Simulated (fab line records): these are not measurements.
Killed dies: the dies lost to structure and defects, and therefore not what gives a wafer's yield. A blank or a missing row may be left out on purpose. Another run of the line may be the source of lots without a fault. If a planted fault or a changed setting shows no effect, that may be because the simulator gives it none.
Struck lot and sound lot, side by side ; flow n5-finfet ; 16 out of 1938 route steps
Sound: these wafers, L469.1, L469.2, L469.4. Wafers struck: L480.2, L480.3, L480.6. Last of all comes the cause.
Per side, at each step with rows, come the tool, then ch with its chambers, and then its first start. Under that, the readings that differ: sound wafers ; struck wafers ; difference of the means ; sigmas: that difference in standard deviations of wafers without a fault.
alike: same words and numbers on both sides, and readings whose means sit less than 2 such deviations apart. not compared: any withheld reading, any reading some wafer has no value for, any bound like >300 that may hide the same value, and any number with overlapping values for which the record gives no deviation.
Wherever a step has rows on one side only, a row that says differs or no value, or a row with sigmas, the two part there. When numbers do not overlap yet have no deviation, they are printed without sigmas and do not part them. A reading that every wafer of one side lacks parts them only if that side has two wafers or more.

first, 2 steps without rows for these wafers: N5_BEOL_M1_DESCUM_16 (chemistry O2, time 7 s); N5_BEOL_M1_ETCH_74 (etches underlayer in N2/H2, target depth 6.5 nm, time 5.2 s).
N5_BEOL_M1_ETCH_63: etches SiARC in CF4, target depth 15.6 nm, time 26 s.
  sound on rie-diel-05 ch 0,1,3, day 8 05:30; struck on rie-diel-04 ch 2,3, day 11 05:16
  alike: drypump-motor-current-A, etch-rf-on-time-s, oes-product-au, rf-vpp-V, showerhead-plenum-p-Torr, throttle-valve-pct
  not compared: rf-hours-counter-h
N5_BEOL_M1_ETCH_64: etches SOC in N2/H2, target depth 75 nm, overetch 15 nm, time 112.5 s.
  sound on rie-diel-05 ch 0,1,3, day 8 05:32; struck on rie-diel-04 ch 2,3, day 11 05:18
  alike: drypump-motor-current-A, oes-product-au, rf-vpp-V, showerhead-plenum-p-Torr, throttle-valve-pct
  not compared: rf-hours-counter-h
then, 2 steps without rows for these wafers: N5_BEOL_M1_STRIP_65 (strips in N2/H2); N5_BEOL_M1_STRIP_75 (strips in N2/H2).
N5_BEOL_M1_STRIP_66: strips in CF4.
  sound on rie-diel-05 ch 0,1,3, day 8 05:40; struck on rie-diel-04 ch 2,3, day 11 05:26
  alike: drypump-motor-current-A, oes-product-au, rf-vpp-V, showerhead-plenum-p-Torr, throttle-valve-pct
  not compared: rf-hours-counter-h
N5_BEOL_M1_HM_OPEN_17: chemistry Cl2/BCl3, target TiN, target depth 20 nm, overetch 6 nm.
  sound on rie-metal-01 ch 0,1, day 8 05:42; struck on rie-metal-02 ch 0,1, day 11 05:28
reading;sound;struck;difference;sigmas
oes-product-au (a.u.);0.83 0.70 0.70;0.54 0.53 0.53;-0.21;-2
  alike: drypump-motor-current-A, throttle-valve-pct
  not compared: rf-hours-counter-h
N5_BEOL_M1_STRIP_19: strips in O2.
  sound on rie-diel-05 ch 0,1,2, day 8 05:54; struck on rie-diel-04 ch 0,3, day 11 05:35
  alike: drypump-motor-current-A, oes-product-au, rf-vpp-V, showerhead-plenum-p-Torr, throttle-valve-pct
  not compared: rf-hours-counter-h
N5_BEOL_M1_CD_MEAS_18: pitch 36 nm, target cd 18 nm.
  sound: cd-sem-02 at day 8 05:58; struck: cd-sem-03 at day 11 05:39
  alike: cd-nm
then, 2 steps without rows for these wafers: N5_BEOL_M1_COAT_67 (time 60 s, resist thk 60 nm); N5_BEOL_M1_COAT_68 (time 60 s, resist thk 12 nm).
N5_BEOL_M1_COAT_76: time 60 s, resist thk 5 nm.
  sound on litho-track-03 ch 0, day 8 06:01; struck on litho-track-05 ch 0, day 11 05:41
reading;sound;struck;difference;sigmas
heater-power-total-W (W);392.6 393.4 392.6;404.2 408.7 406.8;+13.7;+11
plate-temp-C (C);205.14 205.16 205.32;211.26 211.39 211.37;+6.13;+38
then, 1 step without rows for these wafers: N5_BEOL_M1_COAT_22 (resist thk 30 nm).
N5_BEOL_M4_RC_MEAS_101:
  sound on prober-02 ch 0, day 10 06:02; struck on prober-02 ch 0, day 12 20:27
  alike: DIBL_N, DIBL_P, IOFF_N, IOFF_P, ION_N, ION_P, SS_N, SS_P, VT_N, VT_P
after that, 1 step had no rows for these wafers: N5_PASSIVATION_PROBE_49.

## WHERE THEY PART
First at N5_BEOL_M1_HM_OPEN_17; last, within this record, at N5_BEOL_M1_COAT_76. Later steps at which nothing parts them and some readings are alike: N5_BEOL_M4_RC_MEAS_101.

WHY: the cause the simulator had injected
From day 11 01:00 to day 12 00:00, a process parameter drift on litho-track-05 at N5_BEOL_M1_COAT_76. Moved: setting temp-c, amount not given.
